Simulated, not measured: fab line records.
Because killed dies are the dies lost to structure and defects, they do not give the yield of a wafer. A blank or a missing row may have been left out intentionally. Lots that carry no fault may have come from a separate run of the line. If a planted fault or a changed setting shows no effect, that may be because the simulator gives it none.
The tool behind it: which one? | flow n5 finfet | 10 lots, 30 wafers sampled, at 4 steps of a route of 1938

## WHAT EACH GAUGE READ, for each wafer
N5_BEOL_M4_RC_MEAS_101. Usual: CJ_N 4.34, standard deviation 0.085; CJ_P 5.78, standard deviation 0.18; DIBL_N 36.2 mV/V, standard deviation 1.6; DIBL_P 36.5 mV/V, standard deviation 1.9; IOFF_N 0.158 nA/um, standard deviation 0.027; IOFF_P 0.21 nA/um, standard deviation 0.038; ION_N 675 uA/um, standard deviation 12; ION_P 464 uA/um, standard deviation 8.9; RS_PWELL 3012 ohm/sq, standard deviation 20; SS_N 71.5 mV/dec, standard deviation 0.61; SS_P 73.4 mV/dec, standard deviation 0.59; VT_N 250.4 mV, standard deviation 3; VT_P -250 mV, standard deviation 3.6.
lot  | measured     | on        | CJ_N           | CJ_P           | DIBL_N (mV/V)  | DIBL_P (mV/V)  | IOFF_N (nA/um)    | IOFF_P (nA/um) | ION_N (uA/um) | ION_P (uA/um) | RS_PWELL (ohm/sq) | SS_N (mV/dec)  | SS_P (mV/dec)  | VT_N (mV)         | VT_P (mV)      | flag
L996 | day 7 20:24  | prober-01 | 4.28 4.22 4.27 | 5.51 5.52 5.63 | 37.7 36.3 38.5 | 38.5 36.5 39.0 | 0.175 0.146 0.194 | 0.26 0.22 0.27 | 683 676 683   | 474 472 468   | 3005 3021 3011    | 72.3 71.1 72.0 | 74.0 73.0 74.1 | 251.0 251.9 247.4 | -247 -250 -245 |
L997 | day 8 02:20  | prober-01 | 4.33 4.29 4.28 | 5.92 5.80 5.56 | 35.1 34.4 34.1 | 35.1 34.7 33.3 | 0.140 0.130 0.114 | 0.18 0.18 0.16 | 670 663 656   | 458 461 449   | 3001 2997 3004    | 71.4 70.9 71.2 | 73.4 73.1 72.0 | 250.7 255.0 254.7 | -254 -254 -255 |
L998 | day 8 17:38  | prober-01 | 4.46 4.50 4.55 | 5.66 6.07 5.73 | 36.9 38.4 36.7 | 36.6 37.3 35.5 | 0.154 0.171 0.148 | 0.22 0.22 0.20 | 666 669 670   | 461 461 458   | 3044 3032 3002    | 72.4 71.9 71.7 | 73.5 74.1 72.9 | 254.4 251.4 253.9 | -251 -252 -252 |
L999 | day 8 18:03  | prober-02 | 4.37 4.33 4.36 | 5.50 5.92 5.77 | 34.7 36.7 35.4 | 34.0 37.3 35.1 | 0.134 0.164 0.147 | 0.16 0.21 0.17 | 658 661 650   | 450 457 446   | 3016 3026 3014    | 70.6 71.9 71.8 | 72.6 73.3 72.7 | 253.2 253.0 254.2 | -257 -250 -256 |
L101 | day 9 10:29  | prober-01 | 4.33 4.31 4.33 | 5.60 5.93 5.76 | 37.8 38.4 39.3 | 37.8 38.4 39.3 | 0.168 0.180 0.192 | 0.21 0.22 0.24 | 684 689 680   | 461 461 463   | 3011 3034 3020    | 72.0 71.5 71.3 | 73.6 74.4 74.3 | 253.7 249.0 251.1 | -250 -250 -253 |
L104 | day 10 02:59 | prober-02 | 3.21 4.16 3.00 | 4.97 5.89 5.00 | 38.3 35.8 36.1 | 38.7 37.4 37.7 | 0.205 0.158 0.177 | 0.25 0.22 0.24 | 703 686 700   | 477 467 479   | 2844 2953 2847    | 72.5 71.1 71.3 | 74.0 73.5 73.5 | 244.7 250.7 246.5 | -249 -249 -247 | OFF
L106 | day 10 11:46 | prober-01 | 4.36 3.38 4.48 | 5.41 4.83 5.39 | 34.9 37.3 38.2 | 35.8 37.4 39.0 | 0.142 0.197 0.209 | 0.19 0.21 0.25 | 671 696 705   | 463 466 474   | 3014 2886 3037    | 70.5 71.2 72.8 | 73.5 73.9 73.6 | 251.0 244.6 246.5 | -250 -250 -246 | OFF
L110 | day 12 11:15 | prober-02 | 4.39 4.46 4.32 | 5.64 5.53 5.83 | 37.1 38.5 34.4 | 37.4 39.3 34.7 | 0.173 0.206 0.120 | 0.23 0.26 0.17 | 671 692 666   | 463 472 460   | 2993 3019 3004    | 72.1 72.1 70.2 | 73.3 73.4 72.3 | 249.0 246.0 255.4 | -249 -246 -254 |
L112 | day 12 15:55 | prober-01 | 4.50 4.45 4.27 | 5.82 5.78 5.77 | 36.6 37.2 35.2 | 37.1 37.6 36.7 | 0.172 0.176 0.142 | 0.21 0.22 0.20 | 666 669 673   | 463 458 462   | 2987 3011 3002    | 72.4 72.7 71.5 | 72.5 74.3 73.6 | 249.4 250.6 252.4 | -252 -252 -253 |
L115 | day 13 19:52 | prober-02 | 4.33 4.34 4.25 | 5.97 5.85 5.67 | 38.4 37.6 37.1 | 36.8 36.5 35.7 | 0.179 0.163 0.161 | 0.26 0.25 0.22 | 673 666 658   | 468 467 457   | 3016 2996 2972    | 72.1 72.0 72.8 | 73.3 74.1 73.2 | 249.6 249.4 253.0 | -247 -247 -247 |

N5_BEOL_M5_THK_MEAS_01. Usual: M5_ILD_THK gives 121.4 nm (standard deviation 1.8).
lot  | measured     | on            | M5_ILD_THK (nm)   | flag
L996 | day 7 21:56  | film metro-01 | 118.7 120.5 121.0 |
L997 | day 8 03:43  | film metro-01 | 118.4 124.0 121.1 |
L998 | day 8 19:01  | film metro-01 | 118.8 118.4 121.0 |
L999 | day 8 19:30  | film metro-01 | 117.8 120.2 120.7 |
L101 | day 9 12:02  | film metro-02 | 121.0 123.4 123.0 |
L104 | day 10 04:31 | film metro-01 | 120.1 121.2 123.3 |
L106 | day 10 13:01 | film metro-02 | 121.3 120.5 121.4 |
L110 | day 12 12:38 | film metro-02 | 121.3 122.3 121.6 |
L112 | day 12 17:08 | film metro-01 | 117.3 119.2 121.3 |
L115 | day 13 21:05 | film metro-02 | 121.1 119.9 121.5 |

## WHAT TOOL EACH LOT RAN ON (gives the tool, then ch and the chambers of the sampled wafers, and finally the start)
lot  | N5_WELL_APT_EPI_41             | N5_BEOL_M4_ANNEAL_95
L996 | epi rpcvd-04 ch 0, day 1 22:21 | pvd sputter-02, day 7 19:08
L997 | epi rpcvd-04 ch 0, day 2 04:34 | pvd sputter-02, day 8 00:57
L998 | epi rpcvd-03 ch 0, day 2 10:11 | pvd sputter-01, day 8 16:14
L999 | epi rpcvd-04 ch 0, day 2 16:14 | pvd sputter-03, day 8 16:39
L101 | epi rpcvd-04 ch 0, day 3 04:22 | pvd sputter-02, day 9 09:11
L104 | epi rpcvd-03 ch 0, day 3 22:25 | pvd sputter-01, day 10 01:44
L106 | epi rpcvd-03 ch 0, day 4 10:20 | pvd sputter-01, day 10 10:13
L110 | epi rpcvd-04 ch 0, day 5 10:46 | pvd sputter-02, day 12 09:22
L112 | epi rpcvd-04 ch 0, day 5 22:34 | pvd sputter-02, day 12 14:22
L115 | epi rpcvd-04 ch 0, day 6 16:59 | pvd sputter-01, day 13 18:18
- N5_WELL_APT_EPI_41: deposits Si from SiH4/H2, target thk 50 nm, time 297.7 s.
- N5_BEOL_M4_ANNEAL_95: time 240 s.

## AS READ BY THE TOOLS THEMSELVES (means over the sampled wafers that have a number; for cases with no such wafer, the mark the record gives instead)
N5_WELL_APT_EPI_41. Usual: throttle valve pct reads 11.1 % (standard deviation 0.49).
lot  | tool         | throttle valve pct (%) | flag
L996 | epi rpcvd-04 | 10.9                   |
L997 | epi rpcvd-04 | 10.9                   |
L998 | epi rpcvd-03 | 11.6                   |
L999 | epi rpcvd-04 | 11.0                   |
L101 | epi rpcvd-04 | 10.7                   |
L104 | epi rpcvd-03 | 11.6                   |
L106 | epi rpcvd-03 | 11.7                   |
L110 | epi rpcvd-04 | 10.8                   |
L112 | epi rpcvd-04 | 10.8                   |
L115 | epi rpcvd-04 | 10.9                   |

N5_BEOL_M4_ANNEAL_95. Usual: heater power w reads 822 W (standard deviation 87).
lot  | tool           | heater power w (W) | flag
L996 | pvd sputter-02 | 869                |
L997 | pvd sputter-02 | 794                |
L998 | pvd sputter-01 | 745                |
L999 | pvd sputter-03 | 809                |
L101 | pvd sputter-02 | 816                |
L104 | pvd sputter-01 | 818                |
L106 | pvd sputter-01 | 813                |
L110 | pvd sputter-02 | 914                |
L112 | pvd sputter-02 | 867                |
L115 | pvd sputter-01 | 762                |

## THE ANSWER, worked out from the rows above alone
Rule: take the mean of a lot's wafers that have a number; if it is more than 3 standard deviations from the usual mean, the lot is off. Also off: a lot with no number at a reading for which 4 or more lots have one. The other lots that the step has rows for count as sound. Order of review: gauges by route order, followed by the tools' own readings, for which a lot's mean as printed above is used. The first step at which some lot is off is used, and at that step the reading that is off furthest; a lot without a number counts as furthest.
Off: at N5_BEOL_M4_RC_MEAS_101 (CJ_N), L104, L106.
A tool fits if, at a process step before that reading, it ran every lot that is off, and no sound lot after the first of them. Gauges at N5_BEOL_M4_RC_MEAS_101: tried the same way as those tools. One fits: N5_WELL_APT_EPI_41 on epi rpcvd-03. Its last sound lot is L998 (day 2 10:11), its first lot that is off L104 (day 3 22:25): a fault that began between those two fits.

## WHAT THE SIMULATOR HAD INSERTED
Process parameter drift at N5_WELL_APT_EPI_41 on epi rpcvd-03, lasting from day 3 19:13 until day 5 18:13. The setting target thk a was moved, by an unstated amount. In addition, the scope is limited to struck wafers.
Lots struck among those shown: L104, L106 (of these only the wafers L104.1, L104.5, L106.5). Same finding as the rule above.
